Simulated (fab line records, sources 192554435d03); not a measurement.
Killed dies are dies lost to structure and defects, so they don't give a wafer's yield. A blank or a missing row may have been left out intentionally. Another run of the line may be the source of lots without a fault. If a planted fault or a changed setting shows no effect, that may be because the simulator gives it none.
fab line records | flow n5-finfet
record: lots: 5 | wafers: 15 | last-day: 17
route steps=1938 shown TV_LITHO@1878 TV_OPEN@1887 PASSIVATION@1936
lots that met no fault: taken from a fault-free run of the same line
start-h: hours from the record's opening day to when the first of the lot's shown wafers began | wait-h: hours since the lot's step before | " the same as in the row above | L1.1+2: a single row standing in for several wafers | - no value, or no start given | * or withheld: withheld | < > ~ a bound
route shown NAME@n: names a module that has steps shown in the file, with the first one's number in the route | usual: average and standard deviation across the fault-free wafers | same: alike in all rows | chamber/n: place in a boat | sites: each site's reading | _std_site: standard deviation of those values | _edge_site: mean of outer sites minus mean of inner sites | radius-mm: for every site, how far away it sits from the centre of the wafer | mask NAME#n: copy n | behind: the most recent tool/chamber to have shaped the wafer | hold: cause of the lot's hold/its duration in hours/its outcome | device: the n, p or np transistor that did not switch | end of line: the route-end tests of the same wafers | a step given without rows: its recipe and nothing more | killed: not the wafer's yield, but the dies lost to structure and defects at the first sort | map: a wafer's dies, x killed, . not, _ none there
set.NAME: the run value of the setting; set.NAME@STEP: its run value at that earlier step | model.NAME: the simulator's own value behind a step, which no gauge read
lots at some steps of the route; a table a step, a row a wafer
services: when a tool's chamber went out of use (start-h, in hours from the record's first day, below 0 if earlier), for how many hours, and the reason
== steps ==
step: N5_PASSIVATION_SOFTBAKE_05
recipe: temp-c: 100 | time-s: 90
step: N5_PASSIVATION_EXPOSE_07
recipe: mask-id: TV | na: 0.55 | source-shape: conventional | sigma-outer: 0.8 | polarization: unpolarized | defocus-nm: 0 | target-cd-nm: 3000 | dose-mj: 22.75
step: N5_PASSIVATION_PEB_08
recipe: peb-temp-c: withheld | peb-time-s: *
step: N5_PASSIVATION_DEVELOP_09
recipe: develop-time-s: 60 | rinse-liquid: diw | dry: air-spin | dev-temp-c: 21
step: N5_PASSIVATION_HARDBAKE_11
recipe: temp-c: 130 | time-s: 120
step: N5_PASSIVATION_CD_MEAS_10
recipe: target-cd-nm: 3000 | landing-energy-ev: 500 | detector: se-inlens
usual: cd-nm: 3000/3.1
lot.wafer | tool      | chamber | start-h | wait-h | cd-nm
L648.3    | cd-sem-03 | 0       | 287.44  | -      | 3006
L648.5    | "         | 0       | "       | "      | 3003
L648.6    | "         | 0       | "       | "      | 3005
L653.1    | cd-sem-03 | 0       | 318.26  | -      | 3001
L653.4    | "         | 0       | "       | "      | 3006
L653.5    | "         | 0       | "       | "      | 3003
L656.1    | cd-sem-02 | 0       | 332.87  | -      | 3003
L656.3    | "         | 0       | "       | "      | 3003
L656.4    | "         | 0       | "       | "      | 3006
L664.2    | cd-sem-02 | 0       | 397.80  | -      | 3001
L664.5    | "         | 0       | "       | "      | 3000
L664.6    | "         | 0       | "       | "      | 3005
L667.2    | cd-sem-01 | 0       | 409.75  | -      | 3000
L667.3    | "         | 0       | "       | "      | 2998
L667.6    | "         | 0       | "       | "      | 2997
step: N5_PASSIVATION_OVL_MEAS_60
recipe: points-per-wafer: 44
usual: TV_OVL: -3/4.8
lot.wafer | tool       | chamber | start-h | wait-h | TV_OVL[nm]
L648.3    | overlay-02 | 0       | 287.47  | 0.0    | -7
L648.5    | "          | 0       | "       | "      | -3
L648.6    | "          | 0       | "       | "      | -12
L653.1    | overlay-01 | 0       | 318.29  | 0.0    | 3
L653.4    | "          | 0       | "       | "      | 1
L653.5    | "          | 0       | "       | "      | -3
L656.1    | overlay-01 | 0       | 332.91  | 0.0    | 3
L656.3    | "          | 0       | "       | "      | -3
L656.4    | "          | 0       | "       | "      | 2
L664.2    | overlay-02 | 0       | 397.83  | 0.0    | 0
L664.5    | "          | 0       | "       | "      | 1
L664.6    | "          | 0       | "       | "      | 2
L667.2    | overlay-01 | 0       | 409.78  | 0.0    | -8
L667.3    | "          | 0       | "       | "      | -7
L667.6    | "          | 0       | "       | "      | -8
step: N5_PASSIVATION_INSPECT_61
recipe: mode: adi | inspect-instrument: macro
usual: raw-defect-count: 2.1/1.6
lot.wafer | tool              | chamber | start-h | wait-h | raw-defect-count
L648.3    | defect-inspect-02 | -       | 287.49  | 0.0    | 2
L648.5    | "                 | -       | "       | "      | 1
L648.6    | "                 | -       | "       | "      | 2
L653.1    | defect-inspect-02 | -       | 318.31  | 0.0    | 4
L653.4    | "                 | -       | "       | "      | 4
L653.5    | "                 | -       | "       | "      | 2
L656.1    | defect-inspect-02 | -       | 332.93  | 0.0    | 1
L656.3    | "                 | -       | "       | "      | 0
L656.4    | "                 | -       | "       | "      | 1
L664.2    | defect-inspect-01 | -       | 397.85  | 0.0    | 0
L664.5    | "                 | -       | "       | "      | 1
L664.6    | "                 | -       | "       | "      | 1
L667.2    | defect-inspect-02 | -       | 409.80  | 0.0    | 0
L667.3    | "                 | -       | "       | "      | 7
L667.6    | "                 | -       | "       | "      | 0
step: N5_PASSIVATION_DESCUM_12
recipe: chemistry: O2 | time-s: 7.9 | source-power-w: 50 | bias-power-w: 20 | pressure-mtorr: 20 | rf-frequency-hz: 2.712e+07 | temp-c: 40 | o2-flow-sccm: 225
usual: drypump-motor-current-A: 5.8/0.56 | oes-product-au: 0.78/0.075 | rf-vpp-V: 243.4/1.2 | showerhead-plenum-p-Torr: 2.10/0.065 | throttle-valve-pct: 20.4/0.34
lot.wafer | tool        | chamber | start-h | wait-h | drypump-motor-current-A | oes-product-au | rf-hours-counter-h | rf-vpp-V | showerhead-plenum-p-Torr | throttle-valve-pct
L648.3    | rie-diel-02 | 0       | 287.76  | 0.3    | 5.1                     | 0.68           | 233                | 242.8    | 2.06                     | 20.8
L648.5    | "           | 1       | "       | "      | 5.4                     | 0.81           | -                  | 243.8    | 2.09                     | 20.0
L648.6    | "           | 0       | "       | "      | 5.1                     | 0.68           | -                  | 242.5    | 2.06                     | 20.8
L653.1    | rie-diel-02 | 0       | 318.71  | 0.4    | 5.1                     | 0.68           | 244                | 241.9    | 2.05                     | 20.8
L653.4    | "           | 3       | "       | "      | 6.6                     | 0.85           | 75                 | 244.1    | 2.20                     | 20.3
L653.5    | "           | 0       | "       | "      | 5.1                     | 0.67           | -                  | 243.5    | 2.05                     | 20.8
L656.1    | rie-diel-02 | 3       | 333.04  | 0.1    | 6.6                     | 0.84           | 80                 | 245.0    | 2.20                     | 20.3
L656.3    | "           | 1       | "       | "      | 5.4                     | 0.79           | 115                | 243.7    | 2.08                     | 20.0
L656.4    | "           | 2       | "       | "      | 6.6                     | 0.84           | 74                 | 242.7    | 2.10                     | 19.8
L664.2    | rie-diel-03 | 2       | 397.89  | 0.0    | 5.0                     | 0.75           | 167                | 243.2    | 2.09                     | 20.7
L664.5    | "           | 0       | "       | "      | 5.9                     | 0.71           | -                  | 243.6    | 2.07                     | 20.5
L664.6    | "           | 3       | "       | "      | 5.7                     | 0.80           | -                  | 245.6    | 2.20                     | 20.3
L667.2    | rie-diel-03 | 2       | 409.83  | 0.0    | 5.0                     | 0.75           | 171                | 243.4    | 2.09                     | 20.7
L667.3    | "           | 3       | "       | "      | 5.6                     | 0.79           | 103                | 243.7    | 2.20                     | 20.3
L667.6    | "           | 3       | "       | "      | 5.6                     | 0.79           | -                  | 245.2    | 2.20                     | 20.3
step: N5_PASSIVATION_PASS_ETCH_74
recipe: chemistry: CF4/O2 | target: SiNx | target-depth-a: 2200 | time-s: 110 | ion-energy-ev: 100 | pressure-mtorr: 40 | source-w: 535 | bias-w: 49 | Ar_flow_sccm: 100 | cf4-flow-sccm: 100 | O2_flow_sccm: 10
usual: bias-w: 49.02/0.14 | drypump-motor-current-A: 5.8/0.56 | mfc-ar-sccm: 99.98/0.29 | oes-product-au: 0.78/0.078 | rf-vpp-V: 240/4.9 | showerhead-plenum-p-Torr: 2.22/0.063 | throttle-valve-pct: 15.95/0.29
lot.wafer | tool        | chamber | start-h | wait-h | bias-w | drypump-motor-current-A | mfc-ar-sccm | oes-product-au | rf-hours-counter-h | rf-vpp-V | showerhead-plenum-p-Torr | throttle-valve-pct
L648.3    | rie-diel-02 | 0       | 287.83  | 0.0    | 49.04  | 5.1                     | 99.79       | 0.67           | 233                | 243      | 2.17                     | 16.38
L648.5    | "           | 1       | "       | "      | 48.95  | 5.4                     | 100.17      | 0.81           | -                  | 239      | 2.21                     | 15.68
L648.6    | "           | 0       | "       | "      | 49.02  | 5.1                     | 99.74       | 0.67           | -                  | 241      | 2.17                     | 16.37
L653.1    | rie-diel-02 | 0       | 318.77  | 0.0    | 49.06  | 5.1                     | 99.74       | 0.67           | 244                | 241      | 2.16                     | 16.39
L653.4    | "           | 3       | "       | "      | 49.12  | 6.6                     | 100.03      | 0.85           | 75                 | 242      | 2.31                     | 15.91
L653.5    | "           | 0       | "       | "      | 48.99  | 5.1                     | 99.59       | 0.67           | -                  | 241      | 2.16                     | 16.37
L656.1    | rie-diel-02 | 3       | 333.10  | 0.0    | 48.96  | 6.6                     | 99.87       | 0.84           | 80                 | 244      | 2.31                     | 15.91
L656.3    | "           | 1       | "       | "      | 49.05  | 5.4                     | 99.61       | 0.79           | 115                | 239      | 2.21                     | 15.69
L656.4    | "           | 2       | "       | "      | 48.95  | 6.6                     | 99.73       | 0.81           | 74                 | 247      | 2.24                     | 15.55
L664.2    | rie-diel-03 | 2       | 397.95  | 0.0    | 49.21  | 5.0                     | 100.53      | 0.73           | 167                | 235      | 2.20                     | 16.23
L664.5    | "           | 0       | "       | "      | 49.20  | 5.9                     | 100.08      | 0.70           | -                  | 239      | 2.18                     | 16.14
L664.6    | "           | 3       | "       | "      | 49.10  | 5.6                     | 100.18      | 0.80           | -                  | 233      | 2.31                     | 15.82
L667.2    | rie-diel-03 | 2       | 409.90  | 0.0    | 49.06  | 5.0                     | 100.00      | 0.73           | 171                | 236      | 2.19                     | 16.24
L667.3    | "           | 3       | "       | "      | 49.06  | 5.6                     | 100.03      | 0.80           | 103                | 234      | 2.31                     | 15.80
L667.6    | "           | 3       | "       | "      | 49.05  | 5.6                     | 100.58      | 0.81           | -                  | 233      | 2.31                     | 15.81
step: N5_PASSIVATION_VIA_ETCH_13
recipe: chemistry: CHF3/O2 | target: SiO2 | target-depth-a: 6600 | CHF3_flow_sccm: 50 | O2_flow_sccm: 5 | Ar_flow_sccm: 200 | time-s: 330 | mask-material: PR | pressure-mtorr: 30 | source-w: 650 | bias-w: 170 | ion-energy-ev: 200 | ends: cleared
usual: bias-w: 170.0/0.5 | drypump-motor-current-A: 5.8/0.56 | etch-rf-on-time-s: 237/4.3 | mfc-ar-sccm: 199.9/0.64 | oes-product-au: 0.70/0.068 | rf-vpp-V: 523/11 | showerhead-plenum-p-Torr: 2.43/0.07 | throttle-valve-pct: 18.9/0.31
lot.wafer | tool        | chamber | start-h | wait-h | bias-w | drypump-motor-current-A | etch-rf-on-time-s | mfc-ar-sccm | oes-product-au | rf-hours-counter-h | rf-vpp-V | showerhead-plenum-p-Torr | throttle-valve-pct
L648.3    | rie-diel-02 | 0       | 287.92  | 0.0    | 169.6  | 5.1                     | 237               | 200.8       | 0.62           | 233                | 528      | 2.38                     | 19.3
L648.5    | "           | 1       | "       | "      | 169.7  | 5.4                     | 232               | 200.6       | 0.73           | -                  | 519      | 2.42                     | 18.6
L648.6    | "           | 0       | "       | "      | 169.3  | 5.1                     | 241               | 200.6       | 0.61           | -                  | 528      | 2.38                     | 19.4
L653.1    | rie-diel-02 | 0       | 318.87  | 0.0    | 169.2  | 5.1                     | 236               | 199.4       | 0.61           | 244                | 528      | 2.38                     | 19.4
L653.4    | "           | 3       | "       | "      | 169.1  | 6.6                     | 235               | 199.7       | 0.76           | 75                 | 528      | 2.54                     | 18.8
L653.5    | "           | 0       | "       | "      | 169.6  | 5.1                     | 239               | 199.7       | 0.60           | -                  | 527      | 2.38                     | 19.4
L656.1    | rie-diel-02 | 3       | 333.20  | 0.0    | 169.7  | 6.6                     | 233               | 199.8       | 0.74           | 80                 | 531      | 2.54                     | 18.9
L656.3    | "           | 1       | "       | "      | 169.6  | 5.4                     | 229               | 201.0       | 0.71           | 115                | 519      | 2.42                     | 18.6
L656.4    | "           | 2       | "       | "      | 170.3  | 6.6                     | 236               | 199.9       | 0.75           | 75                 | 536      | 2.44                     | 18.4
L664.2    | rie-diel-03 | 2       | 398.05  | 0.0    | 169.4  | 5.0                     | 238               | 199.7       | 0.66           | 167                | 516      | 2.40                     | 19.1
L664.5    | "           | 0       | "       | "      | 169.3  | 5.9                     | 245               | 200.0       | 0.63           | -                  | 518      | 2.39                     | 19.0
L664.6    | "           | 3       | "       | "      | 170.2  | 5.6                     | 234               | 199.4       | 0.73           | -                  | 509      | 2.53                     | 18.7
L667.2    | rie-diel-03 | 2       | 409.99  | 0.0    | 169.4  | 5.0                     | 247               | 200.6       | 0.66           | 171                | 515      | 2.40                     | 19.1
L667.3    | "           | 3       | "       | "      | 169.6  | 5.7                     | 238               | 200.3       | 0.72           | 103                | 507      | 2.53                     | 18.7
L667.6    | "           | 3       | "       | "      | 169.7  | 5.6                     | 246               | 200.2       | 0.73           | -                  | 508      | 2.53                     | 18.7
step: N5_PASSIVATION_STRIP_14
recipe: chemistry: O2 | power-w: 600 | temp-c: 60 | pressure-mtorr: 30 | rf-frequency-hz: 6e+07 | bias-power-w: 0 | overash-fraction: 0.5 | o2-flow-sccm: 225
usual: drypump-motor-current-A: 5.8/0.56 | oes-product-au: 0.78/0.075 | rf-vpp-V: 3.6/1 | showerhead-plenum-p-Torr: 2.11/0.065 | throttle-valve-pct: 16.6/0.33
lot.wafer | tool        | chamber | start-h | wait-h | drypump-motor-current-A | oes-product-au | rf-hours-counter-h | rf-vpp-V | showerhead-plenum-p-Torr | throttle-valve-pct
L648.3    | rie-diel-02 | 0       | 288.12  | 0.1    | 5.1                     | 0.67           | 233                | 3.8      | 2.06                     | 17.1
L648.5    | "           | 1       | "       | "      | 5.4                     | 0.81           | -                  | 2.7      | 2.09                     | 16.3
L648.6    | "           | 0       | "       | "      | 5.2                     | 0.67           | -                  | 4.0      | 2.06                     | 17.1
L653.1    | rie-diel-02 | 0       | 319.06  | 0.1    | 5.2                     | 0.68           | 244                | 6.1      | 2.06                     | 17.1
L653.4    | "           | 3       | "       | "      | 6.5                     | 0.84           | 75                 | 4.8      | 2.21                     | 16.6
L653.5    | "           | 0       | "       | "      | 5.1                     | 0.68           | -                  | 3.0      | 2.06                     | 17.1
L656.1    | rie-diel-02 | 3       | 333.39  | 0.1    | 6.6                     | 0.86           | 80                 | 3.1      | 2.21                     | 16.6
L656.3    | "           | 1       | "       | "      | 5.4                     | 0.79           | 115                | 2.9      | 2.08                     | 16.3
L656.4    | "           | 2       | "       | "      | 6.6                     | 0.83           | 75                 | 3.6      | 2.11                     | 16.1
L664.2    | rie-diel-03 | 2       | 398.24  | 0.1    | 5.0                     | 0.75           | 167                | 4.8      | 2.10                     | 17.0
L664.5    | "           | 0       | "       | "      | 5.9                     | 0.71           | -                  | 6.7      | 2.07                     | 16.8
L664.6    | "           | 3       | "       | "      | 5.6                     | 0.80           | -                  | 2.5      | 2.21                     | 16.5
L667.2    | rie-diel-03 | 2       | 410.19  | 0.1    | 5.1                     | 0.74           | 172                | 3.2      | 2.10                     | 17.0
L667.3    | "           | 3       | "       | "      | 5.6                     | 0.80           | 103                | 4.3      | 2.21                     | 16.5
L667.6    | "           | 3       | "       | "      | 5.6                     | 0.79           | -                  | 4.5      | 2.21                     | 16.5
step: N5_PASSIVATION_ETCH_15
recipe: chemistry: CF4/N2 | target: SiCN | target-depth-a: 750 | taper-deg: 2 | time-s: 81.2 | ion-energy-ev: 150 | mask-material: SiNx | pressure-mtorr: 40 | source-w: 430 | bias-w: 70 | Ar_flow_sccm: 100 | cf4-flow-sccm: 60 | n2-flow-sccm: 60
usual: bias-w: 69.99/0.23 | drypump-motor-current-A: 5.8/0.56 | mfc-ar-sccm: 100.0/0.34 | oes-product-au: 0.78/0.077 | rf-vpp-V: 382.7/1.8 | showerhead-plenum-p-Torr: 2.22/0.065 | throttle-valve-pct: 15.40/0.29
lot.wafer | tool        | chamber | start-h | wait-h | bias-w | drypump-motor-current-A | mfc-ar-sccm | oes-product-au | rf-hours-counter-h | rf-vpp-V | showerhead-plenum-p-Torr | throttle-valve-pct | model.etch.depth-nm
L648.3    | rie-diel-02 | 0       | 288.16  | -      | 70.20  | 5.1                     | 99.7        | 0.68           | 234                | 380.2    | 2.17                     | 15.83              | 64.28
L648.5    | "           | 1       | "       | "      | 69.94  | 5.4                     | 99.9        | 0.81           | -                  | 382.6    | 2.22                     | 15.14              | 66.24
L648.6    | "           | 0       | "       | "      | 70.27  | 5.1                     | 100.3       | 0.67           | -                  | 381.1    | 2.17                     | 15.85              | 64.29
L653.1    | rie-diel-02 | 0       | 319.10  | -      | 69.98  | 5.1                     | 99.9        | 0.67           | 244                | 380.4    | 2.17                     | 15.85              | 64.49
L653.4    | "           | 3       | "       | "      | 69.77  | 6.6                     | 100.0       | 0.85           | 75                 | 385.9    | 2.32                     | 15.36              | 65.73
L653.5    | "           | 0       | "       | "      | 70.11  | 5.1                     | 100.4       | 0.67           | -                  | 381.2    | 2.17                     | 15.86              | 65.18
L656.1    | rie-diel-02 | 3       | 333.43  | -      | 70.11  | 6.6                     | 99.8        | 0.84           | 80                 | 384.2    | 2.32                     | 15.37              | 65.34
L656.3    | "           | 1       | "       | "      | 78.21  | 5.4                     | 100.2       | 0.81           | 115                | 410.3    | 2.21                     | 15.18              | 68.57
L656.4    | "           | 2       | "       | "      | 70.28  | 6.6                     | 100.0       | 0.82           | 75                 | 382.6    | 2.24                     | 15.02              | 65.66
L664.2    | rie-diel-03 | 2       | 398.28  | -      | 70.36  | 5.1                     | 100.5       | 0.74           | 167                | 382.3    | 2.19                     | 15.65              | 62.66
L664.5    | "           | 0       | "       | "      | 69.92  | 5.9                     | 99.7        | 0.69           | -                  | 381.8    | 2.18                     | 15.61              | 62.63
L664.6    | "           | 3       | "       | "      | 70.03  | 5.6                     | 100.4       | 0.81           | -                  | 387.1    | 2.32                     | 15.27              | 65.2
L667.2    | rie-diel-03 | 2       | 410.23  | -      | 70.20  | 5.0                     | 99.8        | 0.73           | 172                | 380.6    | 2.19                     | 15.67              | 62.51
L667.3    | "           | 3       | "       | "      | 70.09  | 5.6                     | 99.9        | 0.81           | 103                | 384.7    | 2.32                     | 15.27              | 65.52
L667.6    | "           | 3       | "       | "      | 70.07  | 5.7                     | 99.6        | 0.81           | -                  | 384.7    | 2.32                     | 15.27              | 65.63
step: N5_PASSIVATION_STRIP_73
recipe: chemistry: post-etch-residue-remover | time-s: 60 | temp-c: 25 | remover-ph: withheld | remover-water-wt-pct: withheld | remover-fluoride-wt-pct: withheld
step: N5_PASSIVATION_PROBE_49
usual: defect-limited-yield: 90.9/1.5 | killed_at_M0_to_M3: 35/10 | killed_at_M4_up: 14/5.2 | killed-at-contacts: 13/7.3 | killed-at-front-end: 42/12 | killed-at-other: 3.4/2.5 | killed-dies: 108/18 | killed-open: 70/13 | killed-short: 35/8 | sort_bin_5_function: 5.4/1 | sort_bin_6_memory: 3.4/0.71 | sort-n-pass: 1072/18 | sort-yield-pct: 90.9/1.5
same: gross-dies: 1180 | killed-at-back-side: 0 | sort_bin_4_leakage[%]: 0 | sort_bin_8_speed[%]: 0
lot.wafer | tool      | chamber | start-h | wait-h | defect-limited-yield[%] | killed_at_M0_to_M3 | killed_at_M4_up | killed-at-contacts | killed-at-front-end | killed-at-other | killed-dies | killed-open | killed-short | sort_bin_5_function[%] | sort_bin_6_memory[%] | sort-n-pass | sort-yield-pct[%]
L656.1    | prober-02 | -       | 341.32  | 0.0    | 88.9                    | 51                 | 18              | 9                  | 52                  | 1               | 131         | 90          | 38           | 6.5                    | 4.3                  | 1049        | 88.9
L656.3    | prober-02 | -       | 341.42  | 0.1    | 88.9                    | 40                 | 21              | 6                  | 63                  | 1               | 131         | 92          | 37           | 7.3                    | 3.6                  | 1049        | 88.9
L656.4    | prober-02 | -       | 341.47  | 0.2    | 89.0                    | 42                 | 17              | 17                 | 47                  | 7               | 130         | 88          | 35           | 7.0                    | 3.8                  | 1050        | 89.0
killed by level:class
L656.1 BEOL_M3:geometric-particle:open=17 STI_FIN_REVEAL:geometric-particle:open=13 BEOL_M0_SAQP:geometric-particle:short=10 BEOL_M4:geometric-particle:open=10 FIN_SAQP:geometric-particle:open=9 MOL_CONTACT_COAG:geometric-particle:open=7 BEOL_M2:geometric-particle:open=7 ILD0:geometric-particle:open=5
L656.3 STI_FIN_REVEAL:geometric-particle:open=14 FIN_SAQP:geometric-particle:open=11 BEOL_M3:geometric-particle:open=9 BEOL_M4:geometric-particle:open=8 DUMMY_GATE:geometric-particle:open=7 BEOL_M0_SAQP:geometric-particle:open=7 BEOL_M0_SAQP:geometric-particle:short=7 FIN_CUT:geometric-particle:short=6
L656.4 MOL_CONTACT_COAG:geometric-particle:open=13 STI_FIN_REVEAL:geometric-particle:open=10 FIN_SAQP:geometric-particle:open=8 BEOL_M0_SAQP:geometric-particle:open=8 BEOL_M3:geometric-particle:open=8 BEOL_M4:geometric-particle:open=7 BEOL_M0_SAQP:geometric-particle:short=7 DUMMY_GATE:geometric-particle:open=6
== services ==
tool        | chamber | start-h | hours | kind
rie-diel-02 | 1       | 266.25  | 1.6   | repair
rie-diel-02 | 0       | 307.62  | 3.9   | repair
rie-diel-02 | 0       | 333.52  | -     | clean
rie-diel-02 | 0       | 333.52  | -     | consumable-replace:focus-ring
rie-diel-02 | 0       | 333.52  | 15.5  | scheduled-down
rie-diel-02 | 0       | 333.52  | 15.5  | vent-cycle
rie-diel-03 | 3       | 356.86  | 1.3   | repair
rie-diel-02 | -       | 385.55  | 2.8   | pm
rie-diel-03 | 1       | 405.82  | 16.8  | repair
== key ==
first-sign: step: N5_PASSIVATION_ETCH_15 | reading: bias-w | direction: up | sigmas: 37 | usual: * | struck: *
effect: step: N5_PASSIVATION_ETCH_15 | reading: rf-vpp-V | direction: up | sigmas: 15 | usual: 382.7 | struck: 410.3
model-effect: step: N5_PASSIVATION_ETCH_15 | value: etch.depth-nm | without: 65.95 | struck: 68.57
met-at N5_PASSIVATION_ETCH_15
struck-wafers L656.3
onset-between 288.16 333.43
fault: kind: process-parameter-drift | tool: rie-diel-02 | chamber: 1 | onset-h: 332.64 | steps: N5_PASSIVATION_ETCH_15 | channel: bias-w | offset: * | shape: step | end-h: 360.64 | acts-in: * | stated: *
